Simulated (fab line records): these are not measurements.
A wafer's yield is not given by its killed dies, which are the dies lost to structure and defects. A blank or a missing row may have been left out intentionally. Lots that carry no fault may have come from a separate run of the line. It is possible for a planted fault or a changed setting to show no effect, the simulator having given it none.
Chamber matching / flow n5 finfet / 4 sister chambers for N5_HKMG_FIN_ETCH_35 on rie diel-02
The step etches SOC in N2/H2, target depth 215.8 nm, time 243.4 s. 4 wafers are shown with their chamber, then 10 later ones without.

## EACH WAFER AND ITS CHAMBER
wafer=L075.5; chamber=0; drypump motor current A (A)=5.7
wafer=L082.2; chamber=3; drypump motor current A (A)=5.1
wafer=L084.2; chamber=2; drypump motor current A (A)=5.5
wafer=L084.3; chamber=1; drypump motor current A (A)=4.6

## WAFERS WHOSE CHAMBER IS MISSING
wafer=L084.4; drypump motor current A (A)=5.7
wafer=L089.3; drypump motor current A (A)=5.7
wafer=L089.4; drypump motor current A (A)=5.1
wafer=L089.5; drypump motor current A (A)=5.1
wafer=L093.1; drypump motor current A (A)=5.1
wafer=L093.3; drypump motor current A (A)=5.5
wafer=L093.6; drypump motor current A (A)=5.1
wafer=L094.1; drypump motor current A (A)=5.7
wafer=L094.2; drypump motor current A (A)=5.5
wafer=L094.3; drypump motor current A (A)=4.7

## EACH ONE'S CHAMBER
wafer=L084.4; from the rows above=0; in truth=0
wafer=L089.3; from the rows above=0; in truth=0
wafer=L089.4; from the rows above=3; in truth=3
wafer=L089.5; from the rows above=3; in truth=3
wafer=L093.1; from the rows above=3; in truth=3
wafer=L093.3; from the rows above=2; in truth=2
wafer=L093.6; from the rows above=3; in truth=3
wafer=L094.1; from the rows above=0; in truth=0
wafer=L094.2; from the rows above=2; in truth=2
wafer=L094.3; from the rows above=1; in truth=1
Placed correctly: 10 of 10. Number that these rows cannot place: 0. Wrongly placed: 0.
How it was worked out, from the rows above alone: a wafer's distance from a chamber is the root of the sum, over the readings, of the square of ((its reading less the chamber's mean) divided by the reading's scatter). If the next closest chamber is less than 2 further off than the closest, the wafer can't be placed; otherwise it belongs to the closest. The mean given for a chamber averages the wafers shown for that chamber. The scatter: root of mean squared gap, hidden wafer to nearest shown wafer, with one shown wafer a chamber.
